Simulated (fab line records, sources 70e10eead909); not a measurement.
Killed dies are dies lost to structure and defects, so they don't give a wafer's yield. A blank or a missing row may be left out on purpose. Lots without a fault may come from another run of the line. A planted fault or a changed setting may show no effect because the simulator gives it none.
Chamber matching | flow nand_harc | NHARC_A_STAIRCASE_DESCUM_443 on rie_diel-04: 4 sister chambers
The step chemistry O2, time 3 s. 4 wafers are shown with their chamber, then 9 later ones without.

WAFERS WITH THEIR CHAMBER
wafer  | chamber | drypump_motor_current_A (A)
L088.2 | 1       | 6.0
L088.3 | 3       | 6.0
L088.4 | 0       | 5.3
L088.6 | 2       | 6.3

WAFERS WITHOUT THEIR CHAMBER
wafer  | drypump_motor_current_A (A)
L091.1 | 6.3
L091.4 | 5.3
L091.6 | 6.3
L093.2 | 6.3
L093.3 | 5.3
L093.4 | 6.1
L096.1 | 6.3
L096.4 | 5.3
L096.5 | 5.3

WHICH CHAMBER EACH WENT THROUGH
wafer  | from the rows above     | in truth
L091.1 | 2                       | 2
L091.4 | 0                       | 0
L091.6 | 2                       | 2
L093.2 | 2                       | 2
L093.3 | 0                       | 0
L093.4 | can't be placed: 1 or 3 | 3
L096.1 | 2                       | 2
L096.4 | 0                       | 0
L096.5 | 0                       | 0
Placed correctly: 8 of 9. Can't be placed from these rows: 1 (the true chamber is among the candidates in 1). Placed wrongly: 0.
How it was worked out, from the rows above alone: a wafer's distance from a chamber is the root of the sum, over the readings, of the square of ((its reading less the chamber's mean) divided by the reading's scatter). The wafer belongs to the nearest chamber; if the next one is less than 2 further off, it can't be placed. A chamber's mean is the mean of its shown wafers. The scatter: with one shown wafer a chamber, the root of the mean of the squares of how far each hidden wafer lies from its nearest shown one.
